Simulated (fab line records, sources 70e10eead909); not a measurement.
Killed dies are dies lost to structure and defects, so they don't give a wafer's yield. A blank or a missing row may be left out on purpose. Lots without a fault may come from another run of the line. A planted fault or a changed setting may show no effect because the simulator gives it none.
Which tool did it? | flow nand_harc | 13 lots, 39 wafers sampled, at 4 steps of a route of 1159

WHAT THE GAUGES READ, wafer by wafer
NHARC_P_ZERO_WELL_CD_MEAS_37: target cd 720 nm.
lot  | measured    | on        | cd_nm (nm)
L407 | day 1 16:07 | cd_sem-01 | 719.2 721.3 719.5
L409 | day 2 04:22 | cd_sem-01 | 719.2 721.2 721.0
L410 | day 2 10:20 | cd_sem-03 | 718.2 718.9 721.3
L412 | day 2 22:07 | cd_sem-02 | 717.0 719.7 717.6
L414 | day 3 10:08 | cd_sem-01 | 717.5 719.7 715.6
L415 | day 3 15:52 | cd_sem-01 | 721.8 716.9 718.0
L418 | day 4 09:59 | cd_sem-03 | 717.1 718.7 718.5
L421 | day 5 04:13 | cd_sem-01 | 718.8 719.7 717.7
L424 | day 5 22:14 | cd_sem-02 | 719.9 718.3 718.7
L426 | day 6 10:05 | cd_sem-01 | 717.7 718.3 715.2
L427 | day 6 15:50 | cd_sem-01 | 720.6 720.0 721.2
L428 | day 6 22:11 | cd_sem-02 | 723.1 722.1 718.8
L429 | day 7 04:06 | cd_sem-01 | 723.6 720.0 722.6

NHARC_P_STI_CD_MEAS_09: target cd 200 nm.
lot  | measured    | on        | cd_nm (nm)
L407 | day 2 13:35 | cd_sem-03 | 196 199 200
L409 | day 3 01:14 | cd_sem-01 | 194 195 202
L410 | day 3 05:05 | cd_sem-03 | 198 201 201
L412 | day 3 17:15 | cd_sem-02 | 202 204 200
L414 | day 4 05:00 | cd_sem-02 | 205 198 198
L415 | day 4 13:55 | cd_sem-01 | 209 203 208
L418 | day 5 01:39 | cd_sem-03 | 196 204 199
L421 | day 5 23:25 | cd_sem-01 | 199 203 193
L424 | day 6 20:55 | cd_sem-03 | 206 206 203
L426 | day 7 04:38 | cd_sem-03 | 201 195 201
L427 | day 7 10:50 | cd_sem-01 | 200 202 195
L428 | day 7 17:29 | cd_sem-03 | 195 198 195
L429 | day 8 01:37 | cd_sem-01 | 197 198 196

WHICH TOOL RAN EACH LOT (tool, then ch and the chambers of the sampled wafers, then the start)
lot  | NHARC_P_ZERO_WELL_EXPOSE_08      | NHARC_P_ZERO_WELL_ETCH_63
L407 | krf_scanner-02 ch 0, day 1 12:58 | rie_si-05 ch 2,3, day 1 13:34
L409 | krf_scanner-04 ch 0, day 2 01:14 | rie_si-02 ch 0,1,3, day 2 01:47
L410 | krf_scanner-03 ch 0, day 2 07:17 | rie_si-01 ch 0,3, day 2 07:53
L412 | krf_scanner-04 ch 0, day 2 19:06 | rie_si-02 ch 1,3, day 2 19:41
L414 | krf_scanner-03 ch 0, day 3 07:05 | rie_si-05 ch 0,1, day 3 07:40
L415 | krf_scanner-03 ch 0, day 3 12:58 | rie_si-01 ch 0,2,3, day 3 13:32
L418 | krf_scanner-04 ch 0, day 4 06:58 | rie_si-02 ch 0,1,3, day 4 07:33
L421 | krf_scanner-04 ch 0, day 5 01:05 | rie_si-05 ch 1,2,3, day 5 01:40
L424 | krf_scanner-04 ch 0, day 5 19:07 | rie_si-05 ch 0,3, day 5 19:41
L426 | krf_scanner-02 ch 0, day 6 07:05 | rie_si-05 ch 0,1,3, day 6 07:38
L427 | krf_scanner-02 ch 0, day 6 12:58 | rie_si-05 ch 0,1,3, day 6 13:33
L428 | krf_scanner-02 ch 0, day 6 19:00 | rie_si-05 ch 0,1,2, day 6 19:38
L429 | krf_scanner-03 ch 0, day 7 01:05 | rie_si-01 ch 0,1,2, day 7 01:39
- NHARC_P_ZERO_WELL_EXPOSE_08: exposes mask P ZERO, target cd 500 nm.
- NHARC_P_ZERO_WELL_ETCH_63: etches the open film in HBr/Cl2, target depth 120 nm, time 40.1 s.

WHAT THE TOOLS THEMSELVES READ (means of the sampled wafers that have a number; where no wafer has one, the mark that the record gives instead)
NHARC_P_ZERO_WELL_EXPOSE_08.
lot  | tool           | exposure_dose_mJ_cm2 | reticle_temp_C (C)
L407 | krf_scanner-02 | 33.80                | 22.92
L409 | krf_scanner-04 | 33.80                | 22.96
L410 | krf_scanner-03 | 33.77                | 23.04
L412 | krf_scanner-04 | 33.82                | 23.05
L414 | krf_scanner-03 | 33.79                | 22.94
L415 | krf_scanner-03 | 33.79                | 23.09
L418 | krf_scanner-04 | 32.35                | 22.97
L421 | krf_scanner-04 | 32.64                | 23.01
L424 | krf_scanner-04 | 32.82                | 23.00
L426 | krf_scanner-02 | 33.78                | 23.04
L427 | krf_scanner-02 | 33.75                | 23.02
L428 | krf_scanner-02 | 33.80                | 23.07
L429 | krf_scanner-03 | 33.75                | 23.01

NHARC_P_ZERO_WELL_ETCH_63.
lot  | tool      | drypump_motor_current_A (A) | oes_product_au (a.u.) | rf_fwd_power_W (W) | throttle_valve_pct (%)
L407 | rie_si-05 | 6.0                         | 0.993                 | 392.2              | 26.407
L409 | rie_si-02 | 5.6                         | 1.003                 | 395.0              | 26.401
L410 | rie_si-01 | 5.7                         | 1.007                 | 393.6              | 26.406
L412 | rie_si-02 | 5.6                         | 0.985                 | 393.7              | 26.401
L414 | rie_si-05 | 5.2                         | 1.004                 | 395.2              | 26.405
L415 | rie_si-01 | 5.5                         | 1.006                 | 393.7              | 26.409
L418 | rie_si-02 | 5.6                         | 1.001                 | 394.5              | 26.410
L421 | rie_si-05 | 5.9                         | 1.006                 | 391.9              | 26.407
L424 | rie_si-05 | 5.4                         | 1.002                 | 396.7              | 26.403
L426 | rie_si-05 | 5.6                         | 1.007                 | 394.5              | 26.395
L427 | rie_si-05 | 5.6                         | 1.009                 | 395.4              | 26.406
L428 | rie_si-05 | 5.5                         | 1.005                 | 394.4              | 26.406
L429 | rie_si-01 | 6.0                         | 1.015                 | 393.9              | 26.406

THE ANSWER, worked out from the rows above alone
Rule: what is usual is taken from the lots themselves. Put in order of their means at a reading, lots are off if they are a third of the lots or fewer, leave a main group of 4 or more, and stand apart from it by a gap of 3 or more times the standard deviation of the main group's means; of several such gaps the widest counts. A main group whose means are all the same, to the digits that the tables above print for the reading, isn't used. A lot without any number at a reading at which 4 lots or more have one is off too. The other lots that the step has rows for count as sound. The gauges are gone through in route order, then the tools' own readings, and for those a lot's mean is taken as printed above. The first step at which some lot is off is used, and at that step the reading that is off furthest; a lot without a number counts as furthest.
Off: L418, L421, L424, at NHARC_P_ZERO_WELL_EXPOSE_08 (exposure_dose_mJ_cm2). The main group: mean 33.78, standard deviation 0.022.
A tool fits if, at that step or a process step before it, it ran every lot that is off, and no sound lot after the first of them. One fits: krf_scanner-04 at NHARC_P_ZERO_WELL_EXPOSE_08. Its last sound lot is L412 (day 2 19:06), its first lot that is off L418 (day 4 06:58): a fault that began between those two fits.
The tool's own readings at NHARC_P_ZERO_WELL_EXPOSE_08 bear it out: on the lots that are off they differ by more than 5 times the standard deviation of the sound lots' means. exposure_dose_mJ_cm2 reads 32.60 there against 33.78 on the sound lots.

WHAT THE SIMULATOR HAD PUT IN
Process parameter drift: krf_scanner-04, from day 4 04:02 on, at NHARC_P_ZERO_WELL_EXPOSE_08. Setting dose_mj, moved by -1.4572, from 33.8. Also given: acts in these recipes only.
Lots struck among those shown: L418, L421, L424. The rule above found the same.
